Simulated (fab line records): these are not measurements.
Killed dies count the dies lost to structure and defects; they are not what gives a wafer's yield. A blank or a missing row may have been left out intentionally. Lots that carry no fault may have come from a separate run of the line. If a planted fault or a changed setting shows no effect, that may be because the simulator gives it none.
What tool caused it?	flow n5Finfet	27 wafers from 9 lots sampled at 3 of the route's 1938 steps

WHAT THE GAUGES READ, wafer by wafer
N5_BEOL_M11_CD_MEAS_18: pitch 140 nm, target cd 70 nm.
lot	measured	on	cdNm (nm)
L381	day 10 01:17	cdSem-03	70.6 69.3 69.9
L383	day 10 18:10	cdSem-01	69.9 70.5 71.0
L382	day 10 20:27	cdSem-03	69.9 69.9 69.1
L387	day 11 20:19	cdSem-02	69.2 69.3 69.6
L388	day 11 21:26	cdSem-03	68.5 69.0 69.6
L389	day 12 05:47	cdSem-03	71.4 71.7 69.5
L398	day 15 11:02	cdSem-01	69.5 70.0 70.0
L402	day 15 22:59	cdSem-03	69.2 68.9 70.3
L403	day 16 08:04	cdSem-02	71.1 70.6 70.5

TOOL THAT RAN EACH LOT (tool first, then ch and the chambers of the sampled wafers, then the start)
lot	N5_BEOL_M11_ETCH_62	N5_BEOL_M11_STRIP_19
L381	rieDiel-03 ch 0,3, day 10 00:55	rieDiel-03 ch 0,2, day 10 01:13
L383	rieDiel-01 ch 1,2,3, day 10 17:46	rieDiel-04 ch 1,2,3, day 10 18:05
L382	rieDiel-01 ch 1,3, day 10 20:01	rieDiel-04 ch 1,2,3, day 10 20:23
L387	rieDiel-04 ch 2,3, day 11 19:52	rieDiel-01 ch 0,1,3, day 11 20:15
L388	rieDiel-04 ch 2,3, day 11 21:04	rieDiel-03 ch 0,1,2, day 11 21:22
L389	rieDiel-04 ch 1,2, day 12 04:36	rieDiel-04 ch 0,2,3, day 12 05:43
L398	rieDiel-03 ch 0,3, day 15 10:39	rieDiel-01 ch 1,2, day 15 10:58
L402	rieDiel-04 ch 0,1,2, day 15 22:36	rieDiel-04 ch 0,1,2, day 15 22:55
L403	rieDiel-03 ch 0,2,3, day 16 07:41	rieDiel-03 ch 0,2, day 16 07:59
- N5_BEOL_M11_ETCH_62: etches SOC in N2/H2, target depth 110 nm, overetch 22 nm, time 165 s.
- N5_BEOL_M11_STRIP_19: strips in O2.

THE ANSWER, worked out from the rows above alone
Rule: usual is defined by the lots themselves. Put in order of their means at a reading, lots are off if they are a third of the lots or fewer, leave a main group of 4 or more, and stand apart from it by a gap of 3 or more times the standard deviation of the main group's means; of several such gaps the widest counts. Not used: any main group whose means are identical at the precision the tables above print for the reading. A lot without any number at a reading at which 4 lots or more have one is off too. Where the step has rows for the other lots, those lots are counted as sound.
No lot is off on any of the readings shown, so nothing can be concluded from this.

WHAT WAS PUT IN BY THE SIMULATOR
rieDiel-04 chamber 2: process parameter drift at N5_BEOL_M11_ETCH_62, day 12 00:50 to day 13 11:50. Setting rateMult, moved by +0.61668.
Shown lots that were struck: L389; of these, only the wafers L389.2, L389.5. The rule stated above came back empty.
